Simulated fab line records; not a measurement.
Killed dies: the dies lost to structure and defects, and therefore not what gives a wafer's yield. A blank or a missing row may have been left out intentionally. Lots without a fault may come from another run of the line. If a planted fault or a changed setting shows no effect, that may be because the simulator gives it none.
Struck lot and sound lot, side by side | flow nandHarc | 14 steps out of a route of 1302
Sound: the wafers L984.1, L984.2, L984.3. Struck: wafer L993.1 (L993.4, L993.5, from the same lot, were not struck and are left out); the cause is given at the end.
Order at every step that has rows: each side's tool, ch and its chambers, its first start. Under that, the readings that differ: sound wafers | struck wafers | difference of the means | sigmas: that difference in standard deviations of wafers without a fault.
alike: a reading whose means differ by less than 2 such deviations, as well as words and numbers matching on both sides. not compared: withheld readings; readings where some wafer has no value; bounds like >300 that might hide an equal value; numbers whose values overlap and for which the record gives no deviation.
The two part at a step that has a row with sigmas, a row that says differs or no value, or rows on one side only. When numbers do not overlap yet have no deviation, they are printed without sigmas and do not part them. Lack of a reading on every wafer of one side parts them only where that side has two or more wafers.

NHARC_A_BONDPAD_THK_MEAS_20: measures by xrf.
  sound: filmMetro-02 at day 25 18:16; struck: filmMetro-02 at day 29 05:49
reading    | sound             | struck | difference | sigmas
thkNm (nm) | 169.8 171.5 170.6 | 167.8  | -2.8       | -2
then, 1 step without rows for these wafers: NHARC_A_BONDPAD_SRD_21 (time 30 s, dry time 20 s).
NHARC_A_BONDPAD_INSPECT_23:
  sound: defectInspect-02 at day 25 18:28; struck: defectInspect-01 at day 29 06:03
  alike: rawDefectCount
NHARC_HYBRID_BOND_ACTIVATE_00: chemistry N2, time 60 s.
  sound on rieDiel-07 ch 0,1,2, day 25 18:32; struck on rieDiel-07 ch 1, day 29 06:07
reading             | sound  | struck | difference | sigmas
rfHoursCounterH (h) | 10 9 9 | 2      | -7         | 
  alike: drypumpMotorCurrentA, n2FlowSccm, oesProductAu, rfVppV, showerheadPlenumPTorr
then, 4 steps without rows for these wafers: NHARC_HYBRID_BOND_PRECLEAN_01 (cleans in DIW, time 300 s); NHARC_HYBRID_BOND_SRD_02 (time 30 s, dry time 20 s); NHARC_HYBRID_BOND_BOND_03; NHARC_HYBRID_BOND_ANNEAL_04 (time 7200 s).
NHARC_HYBRID_BOND_OVL_MEAS_05:
  sound: overlay-01 at day 26 01:42; struck: overlay-02 at day 29 12:35
  alike: overlayXNm, overlayYNm
NHARC_HYBRID_BOND_INSPECT_06: inspects for defects (ir void).
  sound: defectInspect-02 at day 26 01:45; struck: defectInspect-01 at day 29 12:38
  alike: rawDefectCount
NHARC_THIN_TSV_GRIND_00:
  sound on grinder-01 ch 0, day 26 01:54; struck on grinder-01 ch 0, day 29 15:10
  alike: motorCurrentA
NHARC_THIN_TSV_CMP_01: polishes.
  sound on cmp-02 ch 0,1,2, day 26 03:07; struck on cmp-01 ch 2, day 29 16:25
  alike: motorCurrentA
NHARC_THIN_TSV_THK_MEAS_02: measures by ir.
  sound: filmMetro-02 at day 26 03:23; struck: filmMetro-02 at day 29 16:39
reading    | sound          | struck | difference | sigmas
thkNm (nm) | 2722 2782 2741 | 0      | -2748      | -12
after that, 1 step had no rows for these wafers: NHARC_THIN_TSV_SRD_03.

WHERE THEY PART
Earliest at NHARC_A_BONDPAD_THK_MEAS_20; latest, in this record, at NHARC_THIN_TSV_THK_MEAS_02.

WHY: what the simulator had put in
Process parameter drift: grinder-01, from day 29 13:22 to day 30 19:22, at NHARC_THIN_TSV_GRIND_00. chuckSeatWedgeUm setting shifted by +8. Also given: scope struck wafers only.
